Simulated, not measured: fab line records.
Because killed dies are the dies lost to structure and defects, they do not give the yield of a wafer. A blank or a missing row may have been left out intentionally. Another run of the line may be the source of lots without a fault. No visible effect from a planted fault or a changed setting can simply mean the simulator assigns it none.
Split-lot study	flow n5_finfet	7 lots, 39 wafers read, on a route of 1938 steps

THE SPLIT
At N5_HKMG_FIN_ETCH_58 (etches SOC in N2/H2, target depth 215.8 nm, time 741 s), the setting bias_w was moved away from the recipe's 13 W on 12 of the 39 wafers read, by -16.7% to +8.1%. This setting was run at the recipe's value on the other wafers.

Reading taken at the split's own step.

THE READING
rf_vpp_V, in V, at N5_HKMG_FIN_ETCH_58 (etches SOC in N2/H2, target depth 215.8 nm, time 741 s). A value of 99.2 V with a standard deviation of 0.99 V is what fault-free wafers of this fab line usually give.

wafer	tool, chamber at the split	bias_w as run, W	against the recipe	rf_vpp_V, V	against lot-mates on the recipe
L076.1	rie_diel-02, 0	13	recipe	100.1	-
L076.2	rie_diel-02, 2	13	recipe	98.9	-
L076.3	rie_diel-02, 3	11.03	-15.2%	88.5	-10.9
L076.4	rie_diel-02, 1	13	recipe	99.1	-
L076.5	rie_diel-02, 3	11.03	-15.2%	88.8	-10.6
L076.6	rie_diel-02, 2	11.03	-15.2%	88.7	-10.7
L081.2	rie_diel-02, 3	13	recipe	100.0	-
L081.3	rie_diel-02, 1	13	recipe	98.8	-
L081.4	rie_diel-02, 0	13	recipe	100.4	-
L082.1	rie_diel-04, 1	13	recipe	100.1	-
L082.2	rie_diel-04, 2	13	recipe	97.5	-
L082.3	rie_diel-04, 3	13	recipe	99.6	-
L082.4	rie_diel-04, 2	13	recipe	97.1	-
L082.5	rie_diel-04, 3	13	recipe	100.5	-
L082.6	rie_diel-04, 1	13	recipe	99.2	-
L091.1	rie_diel-04, 0	13	recipe	100.5	-
L091.2	rie_diel-04, 1	13	recipe	99.0	-
L091.3	rie_diel-04, 3	14.05	+8.1%	104.4	+4.9
L091.4	rie_diel-04, 2	13	recipe	98.9	-
L091.5	rie_diel-04, 0	14.05	+8.1%	105.8	+6.3
L091.6	rie_diel-04, 3	14.05	+8.1%	102.6	+3.1
L093.1	rie_diel-04, 0	11.89	-8.5%	93.8	-6.0
L093.2	rie_diel-04, 3	13	recipe	99.2	-
L093.3	rie_diel-04, 2	11.89	-8.5%	92.4	-7.4
L093.4	rie_diel-04, 0	11.89	-8.5%	94.5	-5.3
L093.5	rie_diel-04, 2	13	recipe	100.2	-
L093.6	rie_diel-04, 3	13	recipe	100.0	-
L096.1	rie_diel-01, 0	13	recipe	98.7	-
L096.2	rie_diel-01, 2	13	recipe	99.3	-
L096.3	rie_diel-01, 3	10.83	-16.7%	90.7	-8.6
L096.4	rie_diel-01, 2	13	recipe	99.9	-
L096.5	rie_diel-01, 0	10.83	-16.7%	87.5	-11.8
L096.6	rie_diel-01, 3	10.83	-16.7%	88.4	-10.9
L097.1	rie_diel-04, 2	13	recipe	98.3	-
L097.2	rie_diel-04, 0	13	recipe	100.0	-
L097.3	rie_diel-04, 3	13	recipe	100.0	-
L097.4	rie_diel-04, 3	13	recipe	100.6	-
L097.5	rie_diel-04, 0	13	recipe	100.2	-
L097.6	rie_diel-04, 2	13	recipe	98.1	-

FIT RESULTS
A straight line over all 39 wafers: rf_vpp_V changes by +0.658 V for each +1% of bias_w; r = +0.98; the points scatter about the line by 1 V.
The same after taking each lot's own level away (the mean of its wafers on the recipe; 39 wafers): +0.657 V for each +1%; r = +0.98; scatter 1 V.
That fit puts the effect of the largest move of bias_w on the reading at 11 V.
The lots' own levels span 99.00 to 99.80 V, that is 0.8 times the standard deviation above.
So the lot-to-lot level changes the slope little: the two slopes agree.
Check: with one of the wafers moved furthest among these (-16.7%) left out of the fit, the line predicts -11.5 V for it against its lot-mates. It came out at -8.6 V against them.
Tool readings at the split's step, against how far the setting was moved: rf_vpp_V r = +0.98.

FURTHER SPLITS ON THESE WAFERS
Note: prior to the reading, these wafers also went through further splits. Each is held against what the fit with the lots' levels taken away leaves over:
other split on the same wafers	wafers away from the commonest value	r with rf_vpp_V (lot level and that fit taken away)
N5_WELL_APT_EXPOSE_22 dose_mj	18	-0.14
N5_PMOS_HMC_CHANNEL_EPI_EPI_20 temp_c	15	-0.02
N5_DUMMY_GATE_ETCH_32 time_s	6	-0.23
N5_SD_EPI_N_EPI_21 time_s	9	+0.02

THE WHOLE CHAIN: every reading that the file lists as answering this split, in the file's order
step	what it does	reading	change (the file's fit)	r (the file's)
N5_HKMG_FIN_ETCH_58	etches SOC in N2/H2, target depth 215.8 nm, time 741 s	rf_vpp_V	+0.661 V for each +1% of the setting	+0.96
N5_HKMG_FIN_ETCH_58	etches SOC in N2/H2, target depth 215.8 nm, time 741 s	SOC_of_HKMG_FIN_COAT_41.thk_nm (the simulator's own value, which no gauge read)	-1.11 nm for each +1% of the setting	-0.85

THE FILE'S OWN FIT
rf_vpp_V changes by +0.661 V for each +1% of bias_w, r = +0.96.
